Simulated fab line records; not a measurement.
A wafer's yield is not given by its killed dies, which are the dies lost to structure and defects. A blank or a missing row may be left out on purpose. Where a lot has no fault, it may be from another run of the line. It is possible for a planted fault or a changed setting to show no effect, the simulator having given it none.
Comparing a struck lot with a sound one | flow nandHarc | 42 steps out of a route of 1159
Sound: wafers L630.4, L630.5, L630.6. Struck: wafer L637.6. (L637.2, L637.4 of the same lot were not struck and are left out.) The cause comes at the end.
For every step that has rows: the tool of each side, followed by ch and its chambers, followed by its first start. Under that, the readings that differ: sound wafers | struck wafers | difference of the means | sigmas: that difference in standard deviations of wafers without a fault.
alike: words and numbers the same on both sides, and readings whose means are apart by under 2 such deviations; not compared: readings that were withheld, readings missing a value for some wafer, numbers with overlapping values and no deviation given by the record, and bounds like >300 which may hide the same value.
The two part at a step that has a row with sigmas, a row that says differs or no value, or rows on one side only. Numbers that have no deviation but don't overlap get no sigmas and don't part them. Lack of a reading on every wafer of one side parts them only where that side has two or more wafers.

first, 4 steps without rows for these wafers: NHARC_HYBRID_BOND_PRECLEAN_01 (cleans in DIW, time 300 s); NHARC_HYBRID_BOND_SRD_02 (time 30 s, dry time 20 s); NHARC_HYBRID_BOND_BOND_03; NHARC_HYBRID_BOND_ANNEAL_04 (time 7200 s).
NHARC_HYBRID_BOND_OVL_MEAS_05:
  sound on overlay-02, day 18 17:14; struck on overlay-02, day 20 22:38
  alike: overlayXNm, overlayYNm
NHARC_HYBRID_BOND_INSPECT_06: inspects for defects (ir void).
  sound on defectInspect-02, day 18 17:17; struck on defectInspect-02, day 20 22:41
  alike: rawDefectCount
following that, these wafers have no rows for 1 step: NHARC_THIN_TSV_GRIND_00.
NHARC_THIN_TSV_CMP_01: polishes.
  sound on cmp-03 ch 0,1,2, day 18 18:41; struck on cmp-03 ch 2, day 21 00:04
  alike: motorCurrentA, retainingRingPressureFrac
NHARC_THIN_TSV_THK_MEAS_02: measures by ir.
  sound on filmMetro-02, day 18 18:55; struck on filmMetro-02, day 21 00:19
  alike: thkNm
then, 3 steps without rows for these wafers: NHARC_THIN_TSV_SRD_03; NHARC_THIN_TSV_PRECLEAN_41 (cleans in SC1); NHARC_THIN_TSV_SRD_42.
NHARC_THIN_TSV_DEP_43: deposits SiO2, target thk 1328.5 nm.
  sound on pecvd-03 ch 0,1,2, day 18 19:17; struck on pecvd-04 ch 1, day 21 00:46
  alike: showerheadVppV, throttleValvePct
then, 8 steps without rows for these wafers: NHARC_THIN_TSV_DEHYDRATE_04 (time 120 s); NHARC_THIN_TSV_HMDS_05 (time 30 s); NHARC_THIN_TSV_COAT_06; NHARC_THIN_TSV_SOFTBAKE_07 (time 95 s); NHARC_THIN_TSV_EBR_08; NHARC_THIN_TSV_EXPOSE_09 (exposes mask TSV); NHARC_THIN_TSV_PEB_10 (peb time 85 s); NHARC_THIN_TSV_DEVELOP_11 (time 70 s).
NHARC_THIN_TSV_CD_MEAS_12 targets a cd of 1000 nm.
  sound on cdSem-03 ch 0, day 18 19:52; struck on cdSem-02 ch 0, day 21 01:24
reading   | sound                | struck | difference | sigmas
cdNm (nm) | 1002.3 1000.8 1001.1 | 996.3  | -5.1       | -2
then, 1 step without rows for these wafers: NHARC_THIN_TSV_HARDBAKE_13 (time 80 s).
NHARC_THIN_TSV_DESCUM_14: chemistry O2, time 3 s.
  sound on rieDiel-11 ch 0,2,3, day 18 20:03; struck on rieDiel-07 ch 0, day 21 01:34
  alike: drypumpMotorCurrentA, mfcArSccm, o2FlowSccm, oesProductAu, rfVppV, showerheadPlenumPTorr, throttleValvePct
  not compared: rfHoursCounterH
then, 2 steps without rows for these wafers: NHARC_THIN_TSV_ETCH_44 (etches the open film in CF4/O2, target depth 1594.2 nm, time 797.1 s); NHARC_THIN_TSV_ETCH_15 (target depth 3000 nm, bosch target overetch cycles 2, bosch etch step 2.8 s).
NHARC_THIN_TSV_CD_MEAS_16:
  sound on cdSem-02, day 18 20:50; struck on cdSem-03, day 21 02:29
reading   | sound                | struck | difference | sigmas
cdNm (nm) | 1002.1 1000.4 1001.2 | 996.1  | -5.1       | -2
then, 2 steps without rows for these wafers: NHARC_THIN_TSV_STRIP_45 (strips in O2); NHARC_THIN_TSV_STRIP_46 (strips in post etch residue remover, time 1200 s).
NHARC_THIN_TSV_DEP_47: deposits SiO2, target thk 200 nm.
  sound on pecvd-02 ch 0,1,2, day 18 21:50; struck on pecvd-02 ch 2, day 21 03:27
  alike: showerheadVppV, throttleValvePct
then, 3 steps without rows for these wafers: NHARC_THIN_TSV_ETCHBACK_48 (etches the open film in C4F8/Ar, target depth 1028.5 nm, time 405.17 s); NHARC_THIN_TSV_STRIP_62 (strips in N2/H2, time 20 s); NHARC_THIN_TSV_DEGAS_49 (time 120 s).
NHARC_THIN_TSV_PRE_CLEAN_50: time 30 s.
  sound on pvdSputter-01; struck on pvdSputter-01
  alike: heaterPowerW
then, 6 steps without rows for these wafers: NHARC_THIN_TSV_PVD_19 (deposits TaN, target thk 20 nm); NHARC_THIN_TSV_PVD_51 (deposits Cu, target thk 100 nm); NHARC_THIN_TSV_ECD_20 (material Cu, target thk 2000 nm); NHARC_THIN_TSV_ANNEAL_52 (time 90 s); NHARC_THIN_TSV_CMP_21 (polishes, t overpolish 30 s, target thk 2000 nm); NHARC_THIN_TSV_SRD_23.
NHARC_THIN_TSV_DEGAS_53: time 60 s.
  sound on pvdSputter-01, day 19 00:38; struck on pvdSputter-01, day 21 06:25
  alike: heaterPowerW
NHARC_END_SORT_01:
  only the struck wafers appear in the record here, on prober-01 ch 0 at day 21 21:52; the sound ones have no rows

WHERE THEY PART
Last at NHARC_END_SORT_01 as far as this record goes, first at NHARC_THIN_TSV_CD_MEAS_12.

WHY: the cause the simulator had injected
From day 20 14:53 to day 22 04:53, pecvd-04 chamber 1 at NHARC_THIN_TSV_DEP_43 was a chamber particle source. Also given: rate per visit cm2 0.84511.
